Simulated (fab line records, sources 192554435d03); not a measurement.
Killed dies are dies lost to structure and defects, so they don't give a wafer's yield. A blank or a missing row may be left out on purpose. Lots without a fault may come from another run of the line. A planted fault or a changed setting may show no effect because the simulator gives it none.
A struck lot beside a sound one | flow n5_finfet | 15 steps out of a route of 1938
Sound: wafers L364.1, L364.3, L364.5. Struck: wafer L357.6. (L357.5 of the same lot was not struck and is left out.) The cause comes at the end.
At each step with rows: each side's tool, then ch and its chambers, then its first start. Under that, the readings that differ: sound wafers | struck wafers | difference of the means | sigmas: that difference in standard deviations of wafers without a fault.
alike: readings whose means differ by less than 2 such deviations, and words and numbers that are the same on both sides. not compared: withheld readings, readings that some wafer has no value for, bounds like >300 that may hide the same value, and numbers for which the record gives no deviation and whose values overlap.
The two part at a step that has a row with sigmas, a row that says differs or no value, or rows on one side only. Numbers that don't overlap but have no deviation are shown without sigmas and don't part them. A reading that every wafer of one side lacks parts them only if that side has two wafers or more.

N5_FIN_SAQP_ETCH_34: etches SiO2 in C4F6/O2, target depth 45 nm, time 15 s.
  sound on rie_diel-03 ch 0,2,3, day 6 19:23; struck on rie_diel-01 ch 0, day 5 06:45
  alike: drypump_motor_current_A, etch_rf_on_time_s, oes_product_au, rf_vpp_V, showerhead_plenum_p_Torr, throttle_valve_pct
  not compared: rf_hours_counter_h
N5_FIN_SAQP_STRIP_77: strips in N2/H2, time 90 s.
  sound on rie_diel-03 ch 0,2,3, day 6 19:24; struck on rie_diel-01 ch 0, day 5 06:49
  alike: bias_power_w, drypump_motor_current_A, oes_product_au, rf_vpp_V, showerhead_plenum_p_Torr, throttle_valve_pct
  not compared: rf_hours_counter_h
N5_FIN_SAQP_HM_CD_35: target cd 8 nm.
  sound on cd_sem-01, day 6 19:32; struck on cd_sem-03, day 5 06:54
  reading    | sound          | struck | difference | sigmas
  cd_nm (nm) | 8.01 7.99 7.90 | 8.48   | +0.51      | +2
N5_FIN_SAQP_ETCH_64: etches SiO2 in CF4, target depth 1.5 nm.
  sound on rie_si-02 ch 2,3, day 6 19:35; struck on rie_si-01 ch 1, day 5 06:57
  alike: drypump_motor_current_A, oes_product_au, throttle_valve_pct
  not compared: rf_hours_counter_h
N5_FIN_SAQP_FIN_ETCH_36: etches the open film in HBr/Cl2/O2, target depth 120 nm, time 50.4 s.
  sound on rie_si-02 ch 2,3, day 6 19:36; struck on rie_si-01 ch 1, day 5 07:00
  alike: drypump_motor_current_A, oes_product_au, throttle_valve_pct
  not compared: rf_hours_counter_h
N5_FIN_SAQP_CD_MEAS_37: target cd 8 nm.
  sound on cd_sem-01, day 6 19:43; struck on cd_sem-02, day 5 07:05
  alike: cd_nm
then, 3 steps without rows for these wafers: N5_FIN_SAQP_PRECLEAN_38 (cleans in O3/DIW, time 45 s); N5_FIN_SAQP_PRECLEAN_45 (cleans in dHF, time 10 s); N5_FIN_SAQP_SRD_39 (time 30 s).
N5_FIN_SAQP_OCD_MEAS_76:
  sound on ocd-02, day 6 19:49; struck on ocd-02, day 5 07:11
  reading              | sound             | struck | difference | sigmas
  trench_depth_nm (nm) | 118.9 125.4 125.6 | 117.3  | -6.0       | -2
N5_FIN_SAQP_INSPECT_40: inspects for defects (brightfield).
  sound on defect_inspect-02, day 6 19:51; struck on defect_inspect-01, day 5 07:13
  alike: raw_defect_count
then, 1 step without rows for these wafers: N5_FIN_CUT_COAT_18 (time 60 s, resist thk 230 nm).
N5_FIN_CUT_COAT_19: time 60 s, resist thk 20 nm.
  sound on litho_track-03 ch 0, day 6 19:53; struck on litho_track-04 ch 0, day 5 07:15
  reading                  | sound             | struck | difference | sigmas
  heater_power_total_W (W) | 429.8 424.1 429.9 | 488.1  | +60.2      | +27
  run_length_s (s)         | 66.18 66.17 66.13 | 54.95  | -11.21     | -86
then, 1 step without rows for these wafers: N5_FIN_CUT_COAT_29 (time 60 s, resist thk 10 nm).
-- the record jumps here: 6 days lie between the struck wafers' starts before and after (it left off in module FIN_CUT and takes up again in module BEOL_M4, whose first step shown is number 1111 of the route) --
N5_BEOL_M4_RC_MEAS_101:
  sound on prober-01 ch 0, day 12 23:48; struck on prober-02 ch 0, day 11 04:44
  alike: DIBL_N, DIBL_P, IOFF_N, IOFF_P, ION_N, ION_P, SS_N, SS_P, VT_N, VT_P

WHERE THEY PART
First at N5_FIN_SAQP_HM_CD_35; last, within this record, at N5_FIN_CUT_COAT_19. Later steps at which nothing parts them and some readings are alike: N5_BEOL_M4_RC_MEAS_101.

WHY: what the simulator had put in
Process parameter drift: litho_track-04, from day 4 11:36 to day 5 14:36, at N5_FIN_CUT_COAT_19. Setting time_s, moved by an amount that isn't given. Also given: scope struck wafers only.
